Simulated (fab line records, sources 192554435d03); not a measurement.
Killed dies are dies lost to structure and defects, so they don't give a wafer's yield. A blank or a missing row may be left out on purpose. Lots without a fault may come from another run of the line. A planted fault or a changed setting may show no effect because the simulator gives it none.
A struck lot beside a sound one | flow n5_finfet | 15 steps out of a route of 1938
Sound: wafers L608.1, L608.3, L608.4. Struck: wafer L628.4. (L628.2 of the same lot was not struck and is left out.) The cause comes at the end.
At each step with rows: each side's tool, then ch and its chambers, then its first start. Under that, the readings that differ: sound wafers | struck wafers | difference of the means | sigmas: that difference in standard deviations of wafers without a fault.
alike: readings whose means differ by less than 2 such deviations, and words and numbers that are the same on both sides. not compared: withheld readings, readings that some wafer has no value for, bounds like >300 that may hide the same value, and numbers for which the record gives no deviation and whose values overlap.
The two part at a step that has a row with sigmas, a row that says differs or no value, or rows on one side only. Numbers that don't overlap but have no deviation are shown without sigmas and don't part them. A reading that every wafer of one side lacks parts them only if that side has two wafers or more.

first, 6 steps without rows for these wafers: N5_BEOL_M9_COAT_22 (resist thk 30 nm); N5_BEOL_M9_EBR_24; N5_BEOL_M9_SOFTBAKE_23 (time 60 s); N5_BEOL_M9_EXPOSE_25 (exposes mask V8); N5_BEOL_M9_PEB_26 (peb time 60 s); N5_BEOL_M9_DEVELOP_27 (develop time 30 s).
N5_BEOL_M9_CD_MEAS_28: target cd 70 nm.
  sound on cd_sem-02 ch 0, day 9 22:16; struck on cd_sem-02 ch 0, day 15 11:24
  alike: cd_nm
N5_BEOL_M9_OVL_MEAS_29:
  sound on overlay-02 ch 0, day 9 22:17; struck on overlay-02 ch 0, day 15 11:26
  alike: V8_OVL
N5_BEOL_M9_INSPECT_30: inspects for defects (brightfield).
  sound on defect_inspect-02, day 9 22:21; struck on defect_inspect-02, day 15 11:29
  alike: raw_defect_count
N5_BEOL_M9_DESCUM_33: chemistry O2, time 7 s.
  sound on rie_diel-01 ch 0,1,2, day 9 22:23; struck on rie_diel-06 ch 3, day 15 11:49
  reading                         | sound          | struck | difference | sigmas
  showerhead_plenum_p_Torr (Torr) | 2.19 2.07 2.11 | 1.91   | -0.21      | -2
  alike: drypump_motor_current_A, oes_product_au, rf_fwd_power_W, rf_vpp_V, throttle_valve_pct
  not compared: rf_hours_counter_h
N5_BEOL_M9_ETCH_76: etches underlayer in N2/H2, target depth 6.5 nm, time 5.2 s.
  sound on rie_diel-01 ch 0,1,2, day 9 22:25; struck on rie_diel-06 ch 3, day 15 11:51
  reading                         | sound          | struck | difference | sigmas
  showerhead_plenum_p_Torr (Torr) | 2.64 2.52 2.58 | 2.33   | -0.25      | -2
  alike: bias_w, drypump_motor_current_A, etch_rf_on_time_s, oes_product_au, rf_fwd_power_W, rf_vpp_V, throttle_valve_pct
  not compared: rf_hours_counter_h
N5_BEOL_M9_ETCH_65: etches SiARC in CF4, target depth 15.6 nm, time 26 s.
  sound on rie_diel-01 ch 0,1,2, day 9 22:26; struck on rie_diel-06 ch 3, day 15 11:52
  reading                         | sound             | struck | difference | sigmas
  rf_vpp_V (V)                    | 185.5 184.3 186.9 | 181.4  | -4.2       | -3
  showerhead_plenum_p_Torr (Torr) | 2.20 2.13 2.19    | 1.97   | -0.20      | -2
  alike: bias_w, drypump_motor_current_A, etch_rf_on_time_s, oes_product_au, rf_fwd_power_W, throttle_valve_pct
  not compared: rf_hours_counter_h
N5_BEOL_M9_ETCH_66: etches SOC in N2/H2, target depth 80 nm, overetch 16 nm, time 120 s.
  sound on rie_diel-01 ch 0,1,2, day 9 22:28; struck on rie_diel-06 ch 3, day 15 11:54
  reading                                    | sound          | struck | difference | sigmas
  rf_vpp_V (V)                               | 527 523 526    | 517    | -8         | -3
  showerhead_plenum_p_Torr (Torr)            | 2.64 2.52 2.58 | 2.33   | -0.25      | -2
  model.SiARC_of_BEOL_M9_COAT_64.thk_nm (nm) | 6.6 6.8 6.4    | 8      | +1         |
  alike: bias_w, drypump_motor_current_A, oes_product_au, rf_fwd_power_W, throttle_valve_pct
  not compared: rf_hours_counter_h
then, 1 step without rows for these wafers: N5_BEOL_M9_STRIP_69 (strips in N2/H2).
-- the record jumps here: 2 days lie between the struck wafers' starts before and after (it left off in module BEOL_M9 and takes up again in module PASSIVATION, whose first step shown is number 1936 of the route) --
N5_PASSIVATION_PROBE_49:
  the record has rows for the struck wafers here (prober-02, day 17 22:35) and none for the sound ones

WHERE THEY PART
First at N5_BEOL_M9_DESCUM_33; last, within this record, at N5_PASSIVATION_PROBE_49.

WHY: what the simulator had put in
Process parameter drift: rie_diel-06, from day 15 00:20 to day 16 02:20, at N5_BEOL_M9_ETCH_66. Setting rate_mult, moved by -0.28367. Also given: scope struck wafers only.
